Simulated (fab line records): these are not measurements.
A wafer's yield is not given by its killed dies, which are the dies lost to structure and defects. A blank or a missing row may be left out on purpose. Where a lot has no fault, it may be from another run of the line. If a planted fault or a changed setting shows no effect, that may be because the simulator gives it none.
fab line records | flow nand_harc
record lots=15 | wafers=45 | last_day=34
route steps=1302 shown A_SOURCE_PLATE@423 A_ONON_D1@430 END@1302
lots untouched by any fault: they come from a run of this same line in which no faults occurred
start_h: the number of hours between the record's first day and the start of the first shown wafer of the lot | wait_h: how many hours have passed since the lot's step before this one | " unchanged from the row above | L1.1+2: a single row standing in for several wafers | - no value present, or no start provided | * or withheld: withheld | < > ~ a bound
route shown NAME@n: a module of which the file shows steps, and the number in the route of the first | usual: mean/standard deviation of fault-free wafers | same: alike in all rows | chamber/n: place in a boat | sites: each site's reading | _std_site: their standard deviation | _edge_site: inner sites' mean taken away from outer sites' mean | radius_mm: for every site, how far away it sits from the centre of the wafer | mask NAME#n: copy n | behind: the last tool/chamber to shape the wafer | hold: the reason the lot was held/the length of the hold in hours/how it ended | device: names the non-switching transistor (n, p or np) | end of line: at the end of the route, the tests of the same wafers | where a step has no rows: the recipe by itself | killed: at the first sort, the dies lost to defects and structure; wafer yield is something else | map: a wafer's dies, marking killed ones x, the rest . and places with no die _
set.NAME: the setting that was run; set.NAME@STEP: the one run at that earlier step | model.NAME: the simulator's own value behind a step, which no gauge read
one table for each step of the route and one row for each wafer, over a sample of lots
services: when a tool's chamber went out of use (start_h, in hours from the record's first day, below 0 if earlier), for how many hours, and the reason
## steps
# step NHARC_A_SOURCE_PLATE_INSPECT_08
# usual raw_defect_count=57/21
lot.wafer | tool              | chamber | start_h | wait_h | raw_defect_count
L700.2    | defect_inspect-02 | -       | 180.45  | 0.0    | 59
L700.5    | "                 | -       | "       | "      | 38
L700.6    | "                 | -       | "       | "      | 72
L701.2    | defect_inspect-01 | -       | 180.45  | 0.0    | 57
L701.3    | "                 | -       | "       | "      | 80
L701.6    | "                 | -       | "       | "      | 52
L703.1    | defect_inspect-02 | -       | 203.17  | 0.0    | 109
L703.4    | "                 | -       | "       | "      | 73
L703.6    | "                 | -       | "       | "      | 59
L704.1    | defect_inspect-02 | -       | 211.22  | 0.0    | 49
L704.3    | "                 | -       | "       | "      | 21
L704.5    | "                 | -       | "       | "      | 69
L705.1    | defect_inspect-02 | -       | 219.87  | 0.0    | 32
L705.2    | "                 | -       | "       | "      | 28
L705.3    | "                 | -       | "       | "      | 71
L707.2    | defect_inspect-01 | -       | 234.68  | 0.0    | 51
L707.4    | "                 | -       | "       | "      | 84
L707.6    | "                 | -       | "       | "      | 67
L708.2    | defect_inspect-02 | -       | 249.05  | 0.0    | 33
L708.4    | "                 | -       | "       | "      | 45
L708.5    | "                 | -       | "       | "      | 32
L709.1    | defect_inspect-01 | -       | 257.98  | 0.0    | 68
L709.2    | "                 | -       | "       | "      | 58
L709.4    | "                 | -       | "       | "      | 27
L711.2    | defect_inspect-02 | -       | 274.90  | 0.0    | 54
L711.4    | "                 | -       | "       | "      | 21
L711.5    | "                 | -       | "       | "      | 31
L716.1    | defect_inspect-02 | -       | 338.71  | 0.0    | 61
L716.3    | "                 | -       | "       | "      | 45
L716.5    | "                 | -       | "       | "      | 59
L717.1    | defect_inspect-01 | -       | 344.58  | 0.0    | 80
L717.4    | "                 | -       | "       | "      | 91
L717.6    | "                 | -       | "       | "      | 89
L718.2    | defect_inspect-01 | -       | 349.94  | 0.0    | 32
L718.3    | "                 | -       | "       | "      | 33
L718.5    | "                 | -       | "       | "      | 47
L719.3    | defect_inspect-01 | -       | 359.83  | 0.0    | 60
L719.4    | "                 | -       | "       | "      | 56
L719.6    | "                 | -       | "       | "      | 39
L722.3    | defect_inspect-02 | -       | 387.75  | 0.0    | 67
L722.4    | "                 | -       | "       | "      | 36
L722.6    | "                 | -       | "       | "      | 83
L721.2    | defect_inspect-01 | -       | 415.49  | 0.0    | 30
L721.3    | "                 | -       | "       | "      | 53
L721.6    | "                 | -       | "       | "      | 57
# step NHARC_A_ONON_D1_DEP_09
# recipe target_thk_a=10000 | n2_flow_sccm=2750 | n2o_flow_sccm=2000 | nh3_flow_sccm=500 | sih4_flow_sccm=210 | temp_c=400
# usual n2_flow_sccm=2749/8.8 | n2o_flow_sccm=1999/6.3
lot.wafer | tool          | chamber | start_h | wait_h | n2_flow_sccm | n2o_flow_sccm
L700.2    | pecvd_onon-01 | 0       | 182.28  | 0.1    | 2761         | 1997
L700.5    | "             | 0       | "       | "      | 2759         | 2011
L700.6    | "             | 0       | "       | "      | 2763         | 2003
L701.2    | pecvd_onon-03 | 0       | 182.28  | 0.1    | 2759         | 2007
L701.3    | "             | 0       | "       | "      | 2742         | 1987
L701.6    | "             | 0       | "       | "      | 2756         | 1999
L703.1    | pecvd_onon-01 | 0       | 204.94  | 0.1    | 2739         | 1987
L703.4    | "             | 0       | "       | "      | 2747         | 1998
L703.6    | "             | 0       | "       | "      | 2738         | 1993
L704.1    | pecvd_onon-01 | 0       | 213.00  | 0.1    | 2781         | 2012
L704.3    | "             | 0       | "       | "      | 2747         | 2007
L704.5    | "             | 0       | "       | "      | 2746         | 2006
L705.1    | pecvd_onon-02 | 0       | 221.64  | 0.1    | 2748         | 2006
L705.2    | "             | 0       | "       | "      | 2760         | 1998
L705.3    | "             | 0       | "       | "      | 2751         | 2000
L707.2    | pecvd_onon-01 | -       | 236.54  | 0.1    | -            | -
L707.4    | "             | -       | "       | "      | -            | -
L707.6    | "             | -       | "       | "      | -            | -
L708.2    | pecvd_onon-03 | -       | 250.87  | 0.1    | -            | -
L708.4    | "             | -       | "       | "      | -            | -
L708.5    | "             | -       | "       | "      | -            | -
L709.1    | pecvd_onon-03 | -       | 259.75  | 0.1    | -            | -
L709.2    | "             | -       | "       | "      | -            | -
L709.4    | "             | -       | "       | "      | -            | -
L711.2    | pecvd_onon-03 | 0       | 276.80  | 0.1    | 2754         | 2009
L711.4    | "             | 0       | "       | "      | 2740         | 2004
L711.5    | "             | 0       | "       | "      | 2740         | 2011
L716.1    | pecvd_onon-03 | 0       | 340.49  | 0.1    | 2751         | 2009
L716.3    | "             | 0       | "       | "      | 2755         | 2001
L716.5    | "             | 0       | "       | "      | 2741         | 2001
L717.1    | pecvd_onon-02 | 0       | 346.34  | 0.1    | 2760         | 1999
L717.4    | "             | 0       | "       | "      | 2760         | 1998
L717.6    | "             | 0       | "       | "      | 2756         | 2005
L718.2    | pecvd_onon-01 | 0       | 351.76  | 0.1    | 2740         | 1995
L718.3    | "             | 0       | "       | "      | 2748         | 2002
L718.5    | "             | 0       | "       | "      | 2743         | 1996
L719.3    | pecvd_onon-01 | 0       | 361.74  | 0.2    | 2747         | 1994
L719.4    | "             | 0       | "       | "      | 2749         | 1996
L719.6    | "             | 0       | "       | "      | 2754         | 1989
L722.3    | pecvd_onon-03 | 0       | 389.63  | 0.2    | 2745         | 1998
L722.4    | "             | 0       | "       | "      | 2744         | 1998
L722.6    | "             | 0       | "       | "      | 2754         | 2000
L721.2    | pecvd_onon-01 | 0       | 417.72  | 0.2    | 2763         | 1997
L721.3    | "             | 0       | "       | "      | 2759         | 2012
L721.6    | "             | 0       | "       | "      | 2762         | 1996
# step NHARC_END_SORT_01
# recipe temp_c=25
# usual killed_at_array=58/15 | killed_at_other=0.8/1.2 | killed_at_periphery=3.5/2.5 | killed_dies=62/15 | killed_open=3.2/1.7 | killed_short=2.4/1.5
# same gross_dies=677
lot.wafer | tool      | chamber | start_h | wait_h | killed_at_array | killed_at_other | killed_at_periphery | killed_dies | killed_open | killed_short
L708.2    | prober-01 | 0       | 639.76  | 2.8    | 666             | 0               | 11                  | 677         | 7           | 4
L708.4    | prober-01 | 0       | 641.37  | 3.4    | 673             | 0               | 4                   | 677         | 3           | 3
L708.5    | prober-01 | 0       | 642.18  | 3.7    | 672             | 0               | 5                   | 677         | 5           | 1
L707.2    | prober-02 | 0       | 652.74  | 2.8    | 670             | 4               | 3                   | 677         | 3           | 3
L707.4    | prober-02 | 0       | 654.33  | 3.4    | 671             | 4               | 2                   | 677         | 4           | 4
L707.6    | prober-02 | 0       | 655.91  | 4.0    | 671             | 2               | 4                   | 677         | 3           | 5
L709.1    | prober-01 | 0       | 655.04  | 2.6    | 672             | 1               | 4                   | 677         | 2           | 2
L709.2    | prober-01 | 0       | 655.84  | 2.8    | 668             | 1               | 8                   | 677         | 2           | 2
L709.4    | prober-01 | 0       | 657.44  | 3.4    | 670             | 0               | 7                   | 677         | 2           | 2
# killed by level:class
L708.2 A_ONON_D1:area_dep=596 A_SLIT:chamber_film_flake=26 A_CHANNEL_HOLE_D1:chamber_film_flake=10 A_STAIRCASE:chamber_film_flake=10 A_CHANNEL_HOLE_D2:chamber_film_flake=8 P_M1:chamber_film_flake=6 A_CONTACT:chamber_film_flake=4 P_GATE:chamber_film_flake=3
L708.4 A_ONON_D1:area_dep=616 A_SLIT:chamber_film_flake=28 A_CHANNEL_HOLE_D2:chamber_film_flake=10 A_CHANNEL_HOLE_D1:chamber_film_flake=4 P_M1:chamber_film_flake=3 A_STAIRCASE:chamber_film_flake=3 A_DECK1_JOINT:chamber_film_flake=2 A_CONTACT:chamber_film_flake=2
L708.5 A_ONON_D1:area_dep=624 A_SLIT:chamber_film_flake=23 A_CHANNEL_HOLE_D2:chamber_film_flake=6 A_STAIRCASE:chamber_film_flake=4 A_CHANNEL_HOLE_D1:chamber_film_flake=3 P_ZERO_WELL:chamber_film_flake=2 A_M0:chamber_film_flake=2 P_M1:geometric_particle:open=1
L707.2 A_ONON_D1:area_dep=606 A_SLIT:chamber_film_flake=24 A_CHANNEL_HOLE_D1:chamber_film_flake=22 A_CONTACT:chamber_film_flake=8 A_CHANNEL_HOLE_D2:chamber_film_flake=3 THIN_TSV:chamber_film_flake=3 P_M0:geometric_particle:open=1 A_ONON_D1:geometric_particle:open=1
L707.4 A_ONON_D1:area_dep=585 A_SLIT:chamber_film_flake=36 A_CHANNEL_HOLE_D1:chamber_film_flake=23 A_CHANNEL_HOLE_D2:chamber_film_flake=11 A_CONTACT:chamber_film_flake=5 THIN_TSV:chamber_film_flake=4 A_STAIRCASE:chamber_film_flake=3 A_WL_FILL:geometric_particle:short=2
L709.1 A_ONON_D1:area_dep=638 A_CHANNEL_HOLE_D2:chamber_film_flake=14 A_CHANNEL_HOLE_D1:chamber_film_flake=8 P_GATE:chamber_film_flake=3 A_STAIRCASE:chamber_film_flake=2 A_SLIT:chamber_film_flake=2 A_CHANNEL_FILL_D1:geometric_particle:open=1 A_CHANNEL_FILL_D1:geometric_particle:short=1
L709.2 A_ONON_D1:area_dep=636 A_CHANNEL_HOLE_D2:chamber_film_flake=16 A_CHANNEL_HOLE_D1:chamber_film_flake=5 P_STI:chamber_film_flake=3 P_M0:geometric_particle:open=2 P_GATE:chamber_film_flake=2 A_CHANNEL_FILL_D1:chamber_film_flake=2 A_STAIRCASE:chamber_film_flake=2
L707.6 A_ONON_D1:area_dep=594 A_SLIT:chamber_film_flake=26 A_CHANNEL_HOLE_D1:chamber_film_flake=24 A_CHANNEL_HOLE_D2:chamber_film_flake=8 A_CONTACT:chamber_film_flake=7 A_BONDPAD:chamber_film_flake=4 A_DECK1_JOINT:geometric_particle:short=3 P_BONDPAD:chamber_film_flake=2
L709.4 A_ONON_D1:area_dep=632 A_CHANNEL_HOLE_D2:chamber_film_flake=14 A_CHANNEL_HOLE_D1:chamber_film_flake=8 P_GATE:chamber_film_flake=6 A_SLIT:chamber_film_flake=4 A_CONTACT:chamber_film_flake=3 A_CHANNEL_FILL_D2:chamber_film_flake=2 P_M0:geometric_particle:open=1
## services
tool          | chamber | start_h | hours | kind
pecvd_onon-02 | -       | 185.00  | 13.0  | pm
pecvd_onon-03 | -       | 227.30  | 13.0  | pm
pecvd_onon-01 | -       | 269.37  | 13.0  | pm
pecvd_onon-02 | -       | 366.00  | 13.0  | pm
pecvd_onon-03 | -       | 408.49  | 13.0  | pm
## key
first_sign step=NHARC_A_ONON_D1_DEP_09 | reading=tool_record | direction=missing
effect step=NHARC_END_SORT_01 | reading=killed_dies | direction=up | sigmas=42 | usual=62 | struck=677
more_kills_born_at NHARC_A_ONON_D1_DEP_09@pecvd_onon-03=3742 | NHARC_A_ONON_D1_DEP_09@pecvd_onon-01=1785
met_at NHARC_A_ONON_D1_DEP_09
struck_lots L707,L708,L709
later_rows_left_out L707.2,L707.4,L707.6,L708.2,L708.4,L708.5,L709.1,L709.2,L709.4
tester_left_out L707,L708,L709
not_acting_at NHARC_A_SOURCE_PLATE_INSPECT_08
onset_between 213.00 236.54
fault kind=skipped_step_whole | tool=pecvd_onon-01,pecvd_onon-03 | chamber=- | onset_h=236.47 | steps=NHARC_A_ONON_D1_DEP_09 | scope=struck_lots_only
# tester_left_out: of these lots the tester's yield and bins aren't shown, on N5 and GAA mostly nor the transistor test; their killed dies are dies lost to structure and defects alone, not to doping, threshold or leakage, so they don't give the yield
# later_rows_left_out: the simulator's readings of these wafers behind a module that went badly wrong aren't trusted and aren't shown, but for the sort
